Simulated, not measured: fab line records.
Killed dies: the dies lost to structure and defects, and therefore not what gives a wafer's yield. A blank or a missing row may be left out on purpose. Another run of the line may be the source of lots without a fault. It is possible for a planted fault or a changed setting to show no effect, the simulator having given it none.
3 desks looking at one fault ; flow nandHarc ; each desk has only its own numbers; what lay behind them comes last

THE DEFECT DESK
For each lot, the counts of the inspections along the route, averaged over the sampled wafers that have a number. If a lot's mean is further than 4 standard deviations from the usual mean, the lot is out of limits and carries the mark OUT (the distance appears in the brackets).
Columns: A = rawDefectCount at NHARC_A_DECK1_JOINT_INSPECT_05, usual 307
lot;first seen here;A
L347;day 12 22:08;200
L348;day 12 22:09;202
L352;day 14 02:24;236
L351;day 14 02:37;422
L354;day 15 04:08;369
L357;day 16 17:16;288
L358;day 16 20:22;370
L364;day 19 12:16;434
L366;day 19 22:14;256
L367;day 20 22:14;460
L369;day 21 06:16;251
L370;day 21 22:11;264
Result from this desk: across the 12 lots, nothing is out of limits.

TOOL OWNER'S DESK, pecvd-04
The tool's own readings at NHARC_A_DECK1_JOINT_DEP_16 (deposits SiO2, target thk 45 nm): means of the sampled wafers that have a number, for each lot that ran on this tool. If a lot's mean is further than 4 standard deviations from the usual mean, the lot is out of limits and carries the mark OUT (the distance appears in the brackets).
Columns: A = heaterPowerW at NHARC_A_DECK1_JOINT_DEP_16, usual 586 W; B = mfcPrecursorSccm at NHARC_A_DECK1_JOINT_DEP_16, usual 161.4 sccm; C = throttleValvePct at NHARC_A_DECK1_JOINT_DEP_16, usual 15.9 %
lot;first seen here;A;B;C
L348;day 12 21:53;581;161.6;15.4
L351;day 14 02:19;566;161.4;15.6
L354;day 15 03:49;560;161.2;15.6
L357;day 16 16:55;587;230.1 (+99 or more) OUT;16.2
L370;day 21 21:55;477;161.1;15.6
Finding of this desk: L357 out of limits; the first was L357 at day 16 16:55, on mfcPrecursorSccm at NHARC_A_DECK1_JOINT_DEP_16. In limits: L348, L351, L354, L370.

METROLOGY DESK
What the gauges read for every lot (on any tool): the sampled wafers with a number, averaged. If a lot's mean is further than 4 standard deviations from the usual mean, the lot is out of limits and carries the mark OUT (the distance appears in the brackets).
Columns: A = thkNm at NHARC_A_DECK1_JOINT_THK_MEAS_17, usual 45.0 nm; B = thkNm at NHARC_A_ONON_D2_THK_MEAS_21, usual 1001 nm
lot;first seen here;A;B
L347;day 12 22:06;44.3;1020
L348;day 12 22:07;44.8;994
L352;day 14 02:22;45.1;987
L351;day 14 02:35;47.0;1010
L354;day 15 04:06;45.0;1007
L357;day 16 17:14;64.0 (+16) OUT;999
L358;day 16 20:20;44.3;1010
L364;day 19 12:14;46.1;997
L366;day 19 22:11;44.5;993
L367;day 20 22:12;45.1;1000
L369;day 21 06:14;45.6;997
L370;day 21 22:08;45.2;979
Finding of this desk: L357 out of limits; the first was L357 at day 16 17:14, on thkNm at NHARC_A_DECK1_JOINT_THK_MEAS_17. In limits: L347, L348, L352, L351, L354, L358, L364, L366, L367, L369, L370.

ALL TOGETHER
At day 16 16:55, on L357, the tool owner's desk was in a position to raise an alarm.
The metrology desk could have raised an alarm at day 16 17:14, on L357.
The defect desk saw nothing out of limits.
The defect desk has L357 on record, within its limits.
Of the lots named, all ran NHARC_A_DECK1_JOINT_DEP_16 on pecvd-04.

WHAT WAS PUT IN BY THE SIMULATOR
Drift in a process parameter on pecvd-04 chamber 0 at NHARC_A_DECK1_JOINT_DEP_16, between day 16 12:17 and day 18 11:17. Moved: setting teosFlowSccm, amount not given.
Struck lots among those shown: L357.
Fault start to first reading out of limits, in hours, per desk: tool owner, 5; metrology, 5.
